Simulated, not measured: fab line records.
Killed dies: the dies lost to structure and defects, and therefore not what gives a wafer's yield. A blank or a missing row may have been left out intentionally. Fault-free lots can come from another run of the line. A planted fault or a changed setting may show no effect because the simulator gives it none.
Which tool did it? | flow n5 finfet | 30 wafers sampled from 10 lots at 1 step of a route of 1938

WHAT EACH GAUGE READ, for each wafer
N5_BEOL_M7_THK_MEAS_53: measures by xrf.
lot  | measured     | on            | M7_THK (nm)
L912 | day 9 03:31  | film metro-01 | 79.8 80.5 78.9
L916 | day 10 07:47 | film metro-02 | 78.4 80.3 78.2
L919 | day 10 21:59 | film metro-01 | 77.7 81.7 79.3
L922 | day 11 14:37 | film metro-02 | 79.5 77.0 82.1
L925 | day 12 07:30 | film metro-01 | 83.7 79.6 81.4
L927 | day 12 18:31 | film metro-02 | 81.7 80.6 81.1
L931 | day 13 16:53 | film metro-02 | 78.3 84.0 78.9
L932 | day 13 23:58 | film metro-02 | 82.7 78.4 80.9
L933 | day 14 06:16 | film metro-02 | 82.6 78.3 76.8
L935 | day 15 10:53 | film metro-02 | 80.1 75.9 79.7

WHAT TOOL EACH LOT RAN ON (gives the tool, then ch and the chambers of the sampled wafers, and finally the start)
Before these readings, the record contains no process step.

AS READ BY THE TOOLS THEMSELVES (means over the sampled wafers that have a number; for cases with no such wafer, the mark the record gives instead)
The record holds no such reading with a usual standard deviation.

THE ANSWER, worked out from the rows above alone
Rule: usual is defined by the lots themselves. The widest of any qualifying gaps counts: lots, ordered by their means at a reading, are off when they make up no more than a third of the lots, leave a main group of 4 or more, and stand apart from it by 3 or more times the standard deviation of that group's means. A main group is skipped when, at the precision printed for the reading in the tables above, its means are all equal. Also off: a lot with no number at a reading for which 4 or more lots have one. Any other lot the step has rows for is counted as sound. Order of review: gauges by route order, followed by the tools' own readings, for which a lot's mean as printed above is used. The first step at which some lot is off is used, and at that step the reading that is off furthest; a lot without a number counts as furthest.
Across all readings shown, no lot is off: no conclusion can be drawn from this.

WHAT THE SIMULATOR PUT IN
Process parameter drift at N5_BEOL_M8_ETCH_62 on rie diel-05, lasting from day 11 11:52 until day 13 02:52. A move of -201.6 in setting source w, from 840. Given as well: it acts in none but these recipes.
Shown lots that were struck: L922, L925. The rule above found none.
